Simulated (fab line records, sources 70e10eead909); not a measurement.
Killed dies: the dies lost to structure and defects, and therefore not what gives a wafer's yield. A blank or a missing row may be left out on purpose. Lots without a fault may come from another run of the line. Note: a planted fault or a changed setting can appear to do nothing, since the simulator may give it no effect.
The tool behind it: which one? :: flow nand_harc :: 13 lots with 37 wafers sampled at 5 steps, on a route of 1302 steps

## WHAT EACH GAUGE READ, for each wafer
NHARC_END_SORT_01. Usual: killed_at_array 54, standard deviation 21; killed_at_other 1.0, standard deviation 1.2; killed_at_periphery 3.6, standard deviation 2.6; killed_dies 58, standard deviation 20; killed_open 3.3, standard deviation 1.9; killed_short 2.6, standard deviation 1.5.
lot: L171
measured: day 29 15:25
on: prober-02
killed_at_array: 20 24 617
killed_at_other: 0 1 0
killed_at_periphery: 3 8 6
killed_dies: 23 33 623
killed_open: 3 2 6
killed_short: 0 3 5
flag: OFF

## EACH LOT AND THE TOOL THAT RAN IT (in order: tool; ch and the chambers of the sampled wafers; start)
lot: L159
NHARC_A_CONTACT_ETCH_116: har_cap_etch-03 ch 0,1, day 21 20:33
NHARC_A_CONTACT_ETCH_123: har_cap_etch-03 ch 0,1, day 21 21:52
NHARC_A_CONTACT_ETCH_90: rie_diel-10 ch 1,2,3, day 21 22:43
NHARC_A_CONTACT_ETCH_102: rie_diel-07 ch 0,1,3, day 21 23:19

lot: L163
NHARC_A_CONTACT_ETCH_116: har_cap_etch-02 ch 0,1, day 23 00:10
NHARC_A_CONTACT_ETCH_123: har_cap_etch-02 ch 0,1, day 23 01:29
NHARC_A_CONTACT_ETCH_90: rie_diel-10 ch 0,2,3, day 23 02:23
NHARC_A_CONTACT_ETCH_102: rie_diel-10 ch 0,1,2, day 23 03:29

lot: L164
NHARC_A_CONTACT_ETCH_116: har_cap_etch-01 ch 0,1, day 23 09:56
NHARC_A_CONTACT_ETCH_123: har_cap_etch-01 ch 0,1, day 23 11:11
NHARC_A_CONTACT_ETCH_90: rie_diel-10 ch 1,2,3, day 23 12:06
NHARC_A_CONTACT_ETCH_102: rie_diel-07 ch 0,1,3, day 23 12:43

lot: L165
NHARC_A_CONTACT_ETCH_116: har_cap_etch-03 ch 0,1, day 23 10:46
NHARC_A_CONTACT_ETCH_123: har_cap_etch-03 ch 0,1, day 23 11:58
NHARC_A_CONTACT_ETCH_90: rie_diel-10 ch 0,1,2, day 23 12:57
NHARC_A_CONTACT_ETCH_102: rie_diel-01 ch 0,1,2, day 23 13:43

lot: L167
NHARC_A_CONTACT_ETCH_116: har_cap_etch-02 ch 0,1, day 24 16:33
NHARC_A_CONTACT_ETCH_123: har_cap_etch-02 ch 0,1, day 24 17:52
NHARC_A_CONTACT_ETCH_90: rie_diel-10 ch 0,1,2, day 24 18:41
NHARC_A_CONTACT_ETCH_102: rie_diel-10 ch 0,1, day 24 19:11

lot: L170
NHARC_A_CONTACT_ETCH_116: har_cap_etch-03 ch 0,1, day 25 15:06
NHARC_A_CONTACT_ETCH_123: har_cap_etch-03 ch 0,1, day 25 16:22
NHARC_A_CONTACT_ETCH_90: rie_diel-10 ch 0,1,2, day 25 17:17
NHARC_A_CONTACT_ETCH_102: rie_diel-10 ch 0,3, day 25 17:46

lot: L169
NHARC_A_CONTACT_ETCH_116: har_cap_etch-02 ch 0,1, day 25 15:15
NHARC_A_CONTACT_ETCH_123: har_cap_etch-02 ch 0,1, day 25 16:47
NHARC_A_CONTACT_ETCH_90: rie_diel-07 ch 1,2,3, day 25 17:46
NHARC_A_CONTACT_ETCH_102: rie_diel-07 ch 1,3, day 25 18:25

lot: L171
NHARC_A_CONTACT_ETCH_116: har_cap_etch-03 ch 0,1, day 26 12:58
NHARC_A_CONTACT_ETCH_123: har_cap_etch-03 ch 0,1, day 26 14:10
NHARC_A_CONTACT_ETCH_90: rie_diel-01 ch 0,1,2, day 26 15:08
NHARC_A_CONTACT_ETCH_102: rie_diel-10 ch 0,1,2, day 26 15:38

lot: L172
NHARC_A_CONTACT_ETCH_116: har_cap_etch-02 ch 0,1, day 26 22:19
NHARC_A_CONTACT_ETCH_123: har_cap_etch-02 ch 0,1, day 26 23:44
NHARC_A_CONTACT_ETCH_90: rie_diel-10 ch 0,3, day 27 00:26
NHARC_A_CONTACT_ETCH_102: rie_diel-10 ch 0,1, day 27 00:54

lot: L175
NHARC_A_CONTACT_ETCH_116: har_cap_etch-02 ch 0,1, day 27 21:58
NHARC_A_CONTACT_ETCH_123: har_cap_etch-02 ch 0,1, day 27 23:20
NHARC_A_CONTACT_ETCH_90: rie_diel-10 ch 1,2, day 28 00:03
NHARC_A_CONTACT_ETCH_102: rie_diel-10 ch 0,1, day 28 01:41

lot: L179
NHARC_A_CONTACT_ETCH_116: har_cap_etch-02 ch 0,1, day 29 16:43
NHARC_A_CONTACT_ETCH_123: har_cap_etch-02 ch 0,1, day 29 17:55
NHARC_A_CONTACT_ETCH_90: rie_diel-10 ch 0,1,2, day 29 18:54
NHARC_A_CONTACT_ETCH_102: rie_diel-01 ch 1,2,3, day 29 19:25

lot: L180
NHARC_A_CONTACT_ETCH_116: har_cap_etch-03 ch 0,1, day 30 05:04
NHARC_A_CONTACT_ETCH_123: har_cap_etch-03 ch 0,1, day 30 06:16
NHARC_A_CONTACT_ETCH_90: rie_diel-10 ch 0,1,2, day 30 07:16
NHARC_A_CONTACT_ETCH_102: rie_diel-07 ch 1,2, day 30 08:31

lot: L182
NHARC_A_CONTACT_ETCH_116: har_cap_etch-02 ch 0, day 30 23:44
NHARC_A_CONTACT_ETCH_123: har_cap_etch-02 ch 0, day 31 00:59
NHARC_A_CONTACT_ETCH_90: rie_diel-07 ch 0,1,2, day 31 01:53
NHARC_A_CONTACT_ETCH_102: rie_diel-07 ch 0,1,3, day 31 02:26
- NHARC_A_CONTACT_ETCH_116: etches the open film in C4F8/O2/Ar, time 190 s, target depth 1850 nm.
- NHARC_A_CONTACT_ETCH_123: etches the open film in C4F8/O2/Ar, time 490 s, target depth 2110 nm.
- NHARC_A_CONTACT_ETCH_90: etches the open film in CH3F/O2, target depth 40 nm, time 85.7 s.
- NHARC_A_CONTACT_ETCH_102: etches the open film in CF4/O2, target depth 100 nm, overetch 10 nm, time 55 s.

## WHAT THE TOOLS THEMSELVES READ (means of the sampled wafers that have a number; where no wafer has one, the mark that the record gives instead)
NHARC_A_CONTACT_ETCH_90. Usual: for bias_w, 100.0 W with a standard deviation of 0.31; for drypump_motor_current_A, 5.78 A with a standard deviation of 0.27; for oes_product_au, 0.96 a.u. with a standard deviation of 0.04; for rf_fwd_power_W, 496.0 W with a standard deviation of 1.8; for rf_vpp_V, 243.6 V with a standard deviation of 1.7; for showerhead_plenum_p_Torr, 2.39 Torr with a standard deviation of 0.1; for throttle_valve_pct, 20.664 % with a standard deviation of 0.0076.
lot: L159
tool: rie_diel-10
bias_w (W): 99.8
drypump_motor_current_A (A): 5.78
oes_product_au (a.u.): 0.93
rf_fwd_power_W (W): 497.6
rf_vpp_V (V): 243.3
showerhead_plenum_p_Torr (Torr): 2.39
throttle_valve_pct (%): 20.666
flag: 

lot: L163
tool: rie_diel-10
bias_w (W): 99.7
drypump_motor_current_A (A): 5.79
oes_product_au (a.u.): 0.99
rf_fwd_power_W (W): 495.8
rf_vpp_V (V): 243.0
showerhead_plenum_p_Torr (Torr): 2.32
throttle_valve_pct (%): 20.652
flag: 

lot: L164
tool: rie_diel-10
bias_w (W): 100.4
drypump_motor_current_A (A): 5.76
oes_product_au (a.u.): 0.94
rf_fwd_power_W (W): 498.0
rf_vpp_V (V): 243.3
showerhead_plenum_p_Torr (Torr): 2.38
throttle_valve_pct (%): 20.662
flag: 

lot: L165
tool: rie_diel-10
bias_w (W): 100.1
drypump_motor_current_A (A): 5.71
oes_product_au (a.u.): 1.01
rf_fwd_power_W (W): 494.9
rf_vpp_V (V): 242.6
showerhead_plenum_p_Torr (Torr): 2.38
throttle_valve_pct (%): 20.670
flag: 

lot: L167
tool: rie_diel-10
bias_w (W): 99.6
drypump_motor_current_A (A): 5.71
oes_product_au (a.u.): 1.02
rf_fwd_power_W (W): 494.6
rf_vpp_V (V): 243.0
showerhead_plenum_p_Torr (Torr): 2.38
throttle_valve_pct (%): 20.670
flag: 

lot: L170
tool: rie_diel-10
bias_w (W): 100.3
drypump_motor_current_A (A): 5.71
oes_product_au (a.u.): 1.01
rf_fwd_power_W (W): 494.9
rf_vpp_V (V): 243.9
showerhead_plenum_p_Torr (Torr): 2.38
throttle_valve_pct (%): 20.666
flag: 

lot: L169
tool: rie_diel-07
bias_w (W): 100.1
drypump_motor_current_A (A): 5.85
oes_product_au (a.u.): 0.93
rf_fwd_power_W (W): 496.7
rf_vpp_V (V): 244.0
showerhead_plenum_p_Torr (Torr): 2.41
throttle_valve_pct (%): 20.670
flag: 

lot: L171
tool: rie_diel-01
bias_w (W): 100.3
drypump_motor_current_A (A): 6.06
oes_product_au (a.u.): 0.94
rf_fwd_power_W (W): 497.1
rf_vpp_V (V): 244.3
showerhead_plenum_p_Torr (Torr): 2.38
throttle_valve_pct (%): 20.664
flag: 

lot: L172
tool: rie_diel-10
bias_w (W): 99.9
drypump_motor_current_A (A): 5.71
oes_product_au (a.u.): 0.94
rf_fwd_power_W (W): 495.4
rf_vpp_V (V): 243.1
showerhead_plenum_p_Torr (Torr): 2.33
throttle_valve_pct (%): 20.654
flag: 

lot: L175
tool: rie_diel-10
bias_w (W): 100.0
drypump_motor_current_A (A): 5.75
oes_product_au (a.u.): 0.92
rf_fwd_power_W (W): 493.1
rf_vpp_V (V): 243.8
showerhead_plenum_p_Torr (Torr): 2.40
throttle_valve_pct (%): 20.656
flag: 

lot: L179
tool: rie_diel-10
bias_w (W): 99.9
drypump_motor_current_A (A): 5.71
oes_product_au (a.u.): 0.92
rf_fwd_power_W (W): 494.1
rf_vpp_V (V): 243.4
showerhead_plenum_p_Torr (Torr): 2.37
throttle_valve_pct (%): 20.663
flag: 

lot: L180
tool: rie_diel-10
bias_w (W): 100.1
drypump_motor_current_A (A): 5.69
oes_product_au (a.u.): 0.98
rf_fwd_power_W (W): 494.9
rf_vpp_V (V): 243.3
showerhead_plenum_p_Torr (Torr): 2.37
throttle_valve_pct (%): 20.662
flag: 

lot: L182
tool: rie_diel-07
bias_w (W): 100.1
drypump_motor_current_A (A): 5.58
oes_product_au (a.u.): 1.00
rf_fwd_power_W (W): 494.8
rf_vpp_V (V): 245.1
showerhead_plenum_p_Torr (Torr): 2.48
throttle_valve_pct (%): 20.656
flag: 

NHARC_A_CONTACT_ETCH_102. Usual: for bias_w, 100.0 W with a standard deviation of 0.31; for drypump_motor_current_A, 5.79 A with a standard deviation of 0.3; for oes_product_au, 1.002 a.u. with a standard deviation of 0.011; for rf_fwd_power_W, 296.6 W with a standard deviation of 1.4; for rf_vpp_V, 197.0 V with a standard deviation of 1.3; for showerhead_plenum_p_Torr, 1.30 Torr with a standard deviation of 0.051; for throttle_valve_pct, 13.397 % with a standard deviation of 0.0087.
lot: L159
tool: rie_diel-07
bias_w (W): 100.1
drypump_motor_current_A (A): 5.65
oes_product_au (a.u.): 1.006
rf_fwd_power_W (W): 296.5
rf_vpp_V (V): 198.1
showerhead_plenum_p_Torr (Torr): 1.34
throttle_valve_pct (%): 13.400
flag: 

lot: L163
tool: rie_diel-10
bias_w (W): 100.1
drypump_motor_current_A (A): 5.71
oes_product_au (a.u.): 1.016
rf_fwd_power_W (W): 296.5
rf_vpp_V (V): 196.6
showerhead_plenum_p_Torr (Torr): 1.29
throttle_valve_pct (%): 13.398
flag: 

lot: L164
tool: rie_diel-07
bias_w (W): 100.1
drypump_motor_current_A (A): 5.67
oes_product_au (a.u.): 0.998
rf_fwd_power_W (W): 296.4
rf_vpp_V (V): 198.3
showerhead_plenum_p_Torr (Torr): 1.33
throttle_valve_pct (%): 13.398
flag: 

lot: L165
tool: rie_diel-01
bias_w (W): 100.0
drypump_motor_current_A (A): 6.04
oes_product_au (a.u.): 0.999
rf_fwd_power_W (W): 296.0
rf_vpp_V (V): 196.8
showerhead_plenum_p_Torr (Torr): 1.30
throttle_valve_pct (%): 13.401
flag: 

lot: L167
tool: rie_diel-10
bias_w (W): 99.7
drypump_motor_current_A (A): 5.61
oes_product_au (a.u.): 1.003
rf_fwd_power_W (W): 296.6
rf_vpp_V (V): 197.6
showerhead_plenum_p_Torr (Torr): 1.33
throttle_valve_pct (%): 13.403
flag: 

lot: L170
tool: rie_diel-10
bias_w (W): 99.7
drypump_motor_current_A (A): 5.66
oes_product_au (a.u.): 1.014
rf_fwd_power_W (W): 296.5
rf_vpp_V (V): 196.2
showerhead_plenum_p_Torr (Torr): 1.26
throttle_valve_pct (%): 13.400
flag: 

lot: L169
tool: rie_diel-07
bias_w (W): 100.1
drypump_motor_current_A (A): 5.95
oes_product_au (a.u.): 0.991
rf_fwd_power_W (W): 295.5
rf_vpp_V (V): 197.5
showerhead_plenum_p_Torr (Torr): 1.33
throttle_valve_pct (%): 13.390
flag: 

lot: L171
tool: rie_diel-10
bias_w (W): 100.2
drypump_motor_current_A (A): 5.71
oes_product_au (a.u.): 0.971
rf_fwd_power_W (W): 296.9
rf_vpp_V (V): 196.5
showerhead_plenum_p_Torr (Torr): 1.29
throttle_valve_pct (%): 13.397
flag: 

lot: L172
tool: rie_diel-10
bias_w (W): 100.0
drypump_motor_current_A (A): 5.58
oes_product_au (a.u.): 0.964
rf_fwd_power_W (W): 296.2
rf_vpp_V (V): 197.2
showerhead_plenum_p_Torr (Torr): 1.31
throttle_valve_pct (%): 13.399
flag: OFF

lot: L175
tool: rie_diel-10
bias_w (W): 100.5
drypump_motor_current_A (A): 5.59
oes_product_au (a.u.): 0.936
rf_fwd_power_W (W): 295.9
rf_vpp_V (V): 196.8
showerhead_plenum_p_Torr (Torr): 1.31
throttle_valve_pct (%): 13.404
flag: OFF

lot: L179
tool: rie_diel-01
bias_w (W): 100.2
drypump_motor_current_A (A): 6.30
oes_product_au (a.u.): 1.010
rf_fwd_power_W (W): 296.6
rf_vpp_V (V): 197.3
showerhead_plenum_p_Torr (Torr): 1.29
throttle_valve_pct (%): 13.395
flag: 

lot: L180
tool: rie_diel-07
bias_w (W): 100.5
drypump_motor_current_A (A): 5.91
oes_product_au (a.u.): 1.003
rf_fwd_power_W (W): 295.5
rf_vpp_V (V): 198.4
showerhead_plenum_p_Torr (Torr): 1.35
throttle_valve_pct (%): 13.401
flag: 

lot: L182
tool: rie_diel-07
bias_w (W): 100.1
drypump_motor_current_A (A): 5.65
oes_product_au (a.u.): 0.993
rf_fwd_power_W (W): 296.7
rf_vpp_V (V): 197.1
showerhead_plenum_p_Torr (Torr): 1.32
throttle_valve_pct (%): 13.394
flag: 

## THE ANSWER, worked out from the rows above alone
Rule: take the mean of a lot's wafers that have a number; if it is more than 3 standard deviations from the usual mean, the lot is off. A lot without any number at a reading at which 4 lots or more have one is off too. Any other lot the step has rows for is counted as sound. Order of review: gauges by route order, followed by the tools' own readings, for which a lot's mean as printed above is used. At the first step where some lot is off, the reading lying furthest off is the one used; lots without a number count as furthest.
Off: L171, at NHARC_END_SORT_01 (killed_dies). Neither off nor sound, because the step has no rows for them: L159, L163, L164, L165, L167, L170, L169, L172, L175, L179, L180, L182.
If a tool, at a process step before that reading, ran all the lots that are off and no sound lot after the first of them, it fits. The gauges at NHARC_END_SORT_01 are tried like those tools. Can't be told from this: 4 tools fit, har_cap_etch-03 at NHARC_A_CONTACT_ETCH_116 and NHARC_A_CONTACT_ETCH_123, rie_diel-01 at NHARC_A_CONTACT_ETCH_90, rie_diel-10 at NHARC_A_CONTACT_ETCH_102, prober-02 at NHARC_END_SORT_01.

## WHAT THE SIMULATOR HAD PUT IN
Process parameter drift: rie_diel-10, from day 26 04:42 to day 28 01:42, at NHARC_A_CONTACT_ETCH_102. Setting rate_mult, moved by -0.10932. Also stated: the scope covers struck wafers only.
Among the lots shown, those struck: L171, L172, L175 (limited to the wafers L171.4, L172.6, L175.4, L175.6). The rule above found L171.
